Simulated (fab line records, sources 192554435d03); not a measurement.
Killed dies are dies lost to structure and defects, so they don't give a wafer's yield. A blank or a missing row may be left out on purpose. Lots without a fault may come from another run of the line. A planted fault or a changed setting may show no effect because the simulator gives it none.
One fault seen from 2 desks | flow n5_finfet | each desk has only its own numbers; what lay behind them comes last

THE TOOL OWNER'S DESK: cmp-01
The tool's own readings at N5_ILD0_CMP_12 (polishes SiNx, stops on poly-Si, t overpolish 6 s, target thk 17.67 nm): means of the sampled wafers that have a number, for each lot that ran on this tool. A lot is out of limits, marked OUT, if its mean lies more than 4 standard deviations from the usual mean; the brackets give that distance.
Columns: A = head_pressure_psi at N5_ILD0_CMP_12, usual 2.499 psi; B = motor_current_A at N5_ILD0_CMP_12, usual 9.3 A; C = overpolish_run_s at N5_ILD0_CMP_12, usual 6.000 s; D = pad_life_wafers at N5_ILD0_CMP_12, usual 1190; E = time_to_endpoint_s at N5_ILD0_CMP_12, usual 28.7 s
lot  | first seen here | A               | B   | C     | D    | E
L548 | day 3 15:29     | 2.500           | 8.8 | 5.996 | 734  | 26.7
L558 | day 6 07:01     | 2.500           | 8.3 | 5.999 | 1130 | 26.4
L566 | day 8 05:22     | 2.629 (+25) OUT | 9.7 | 6.001 | 1470 | 29.8
L568 | day 8 21:28     | 2.566 (+13) OUT | 8.6 | 5.996 | 1639 | 26.0
This desk's finding: out of limits on L566, L568; first on L566, day 8 05:22 (head_pressure_psi at N5_ILD0_CMP_12). In limits: L548, L558.

THE METROLOGY DESK
What the gauges read, lot by lot, whatever tool the lot ran on: means of the sampled wafers that have a number. A lot is out of limits, marked OUT, if its mean lies more than 4 standard deviations from the usual mean; the brackets give that distance. Of its 11 readings 7 are shown: those that lie furthest out on some lot.
Columns: A = DIBL_N at N5_BEOL_M4_RC_MEAS_101, usual 36.1 mV/V; B = DIBL_P at N5_BEOL_M4_RC_MEAS_101, usual 36 mV/V; C = IOFF_N at N5_BEOL_M4_RC_MEAS_101, usual 0.16 nA/um; D = IOFF_P at N5_BEOL_M4_RC_MEAS_101, usual 0.21 nA/um; E = SS_P at N5_BEOL_M4_RC_MEAS_101, usual 73.2 mV/dec; F = VT_N at N5_BEOL_M4_RC_MEAS_101, usual 249 mV; G = VT_P at N5_BEOL_M4_RC_MEAS_101, usual -250 mV
lot  | first seen here | A    | B  | C    | D    | E    | F   | G
L548 | day 3 12:10     | 37.4 | 37 | 0.17 | 0.25 | 73.4 | 249 | -247
L556 | day 5 11:14     | 35.2 | 34 | 0.13 | 0.16 | 72.8 | 253 | -256
L557 | day 5 17:10     | 30.8 | 30 | 0.09 | 0.14 | 71.9 | 256 | -254
L558 | day 6 03:44     | 34.1 | 34 | 0.15 | 0.21 | 72.8 | 249 | -249
L559 | day 6 09:40     | 36.2 | 35 | 0.14 | 0.22 | 72.8 | 252 | -249
L560 | day 6 13:56     | 34.8 | 34 | 0.12 | 0.17 | 72.4 | 254 | -254
L566 | day 8 01:59     | 36.4 | 36 | 0.18 | 0.24 | 72.8 | 246 | -247
L567 | day 8 07:01     | 35.7 | 37 | 0.16 | 0.22 | 73.5 | 250 | -250
L568 | day 8 17:50     | 37.8 | 39 | 0.18 | 0.23 | 74.3 | 248 | -252
L569 | day 8 21:12     | 40.1 | 43 | 0.28 | 0.35 | 75.1 | 241 | -241
This desk's finding: nothing out of limits on any of the 10 lots.

PUT TOGETHER
The tool owner's desk could have raised an alarm at day 8 05:22, on L566, L568.
The metrology desk saw nothing out of limits.
The metrology desk has L566, L568 on record, within its limits.
Of the lots named, all ran N5_ILD0_CMP_12 on cmp-01.

WHAT THE SIMULATOR HAD PUT IN
Process parameter drift: cmp-01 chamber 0, from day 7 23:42 on, at N5_ILD0_CMP_12. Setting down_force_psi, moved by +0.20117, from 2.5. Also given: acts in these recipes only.
Lots struck among those shown: L566, L568.
Hours from the fault's start to each desk's first reading out of limits: the tool owner's desk, 6.
